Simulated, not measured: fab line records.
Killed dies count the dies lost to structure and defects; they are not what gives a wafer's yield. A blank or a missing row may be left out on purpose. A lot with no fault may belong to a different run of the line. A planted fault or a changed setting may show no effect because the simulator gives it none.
Problem report in the 8D (eight disciplines) form, filled by code ; flow nand-harc ; the parts of the form that need people (team, actions taken, sign-off) are left out

== 1. WHAT IS WRONG ==
At NHARC_A_WL_FILL_ETCHBACK_17, run-length-s averages 39.9 s over 5 wafers from 2 lots, while fault-free wafers read 47.9 s, standard deviation 0.48. Measured from the usual mean, that is -17 standard deviations.
The step: etches the open film in Cl2/BCl3, target depth 4 nm, time 26.7 s.
First seen on wafer L807.2, day 18 06:14, on rie-metal-03. Wafers with a number at this step in the record: 36, from 12 lots. Rule for "out", or "out of limits": more than 4 standard deviations from the usual mean. The rest of the wafers with a number are treated as sound.

== 2. WHAT IT IS, WHAT IT ISN'T ==
question;is;is not
which readings at this step;run-length-s;drypump-motor-current-A, oes-product-au
which lots;L807, L811;L797, L798, L801, L804, L806, L812, L814, L817, L818, L819
which wafers of those lots;L807.2, L807.3, L807.5, L811.1, L811.5;L811.6
read on which tools;rie-metal-03;rie-metal-01, rie-metal-02
when;from day 18 06:14;"up to then (15 sound wafers); but 16 sound wafers of L811, L812, L814, L817, L818, L819 came after"

== 3. THE SUSPECTS, EACH WITH WHAT RULES IT OUT ==
Counting: a tool at a process step up to the reading stays a suspect if it ran every lot that is out. Sound lots after the first of them don't rule it out here, since some wafers of a struck lot are sound.
- rie-diel-11 at NHARC_A_SLIT_ETCH_29 (etches the open film in CF4/O2, target depth 100 nm, overetch 10 nm, time 55 s): kept. It processed each lot that is out (first: L807, day 17 01:43); up to then, its last sound lot is L797 (day 15 02:05).
- rie-metal-03 at NHARC_A_WL_FILL_ETCHBACK_17 (etches the open film in Cl2/BCl3, target depth 4 nm, time 26.7 s): kept. It processed each lot that is out (first: L807, day 18 06:14); up to then, its last sound lot is L806 (day 18 03:05). Its own readings are out on those wafers: run-length-s.
- The sound lot-mates ran in chamber 0 of rie-metal-03 at NHARC_A_WL_FILL_ETCHBACK_17, but the wafers that are out ran in chamber 1.
Remaining after the count are rie-diel-11 at NHARC_A_SLIT_ETCH_29 and rie-metal-03 at NHARC_A_WL_FILL_ETCHBACK_17.

== 4. THE CAUSE (what the simulator had put in) ==
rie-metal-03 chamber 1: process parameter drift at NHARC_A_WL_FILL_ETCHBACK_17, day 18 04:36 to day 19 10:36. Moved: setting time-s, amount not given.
Counting left 2 suspects, and this tool is among them.

== 5. THE CHAIN OF EFFECTS, in route order ==
Each row: a reading where the mean over the struck wafers with a number is more than 3 standard deviations away from the usual. Readings are gone through only where the record gives a usual standard deviation; hours: the median, over the lots, of the time from a lot's start at the first step in this table giving one to that lot's start at this step; sigmas: the change measured in usual standard deviations.
hours;step;reading;usual;on struck wafers;change;sigmas
0;NHARC_A_WL_FILL_ETCHBACK_17;run-length-s;47.9 s;39.9;-8.0;-17
It contains these process steps:
- NHARC_A_WL_FILL_ETCHBACK_17: etches the open film in Cl2/BCl3, target depth 4 nm, time 26.7 s.
At these later measuring or inspecting steps, every struck wafer for which the step has a row has a number for every such reading, and none has moved that far: NHARC_END_SORT_01.

== 6. WHAT WOULD HAVE CAUGHT IT SOONER ==
In this record no reading fell out of limits until day 18 06:14, 2 hours after the fault had begun at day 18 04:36.
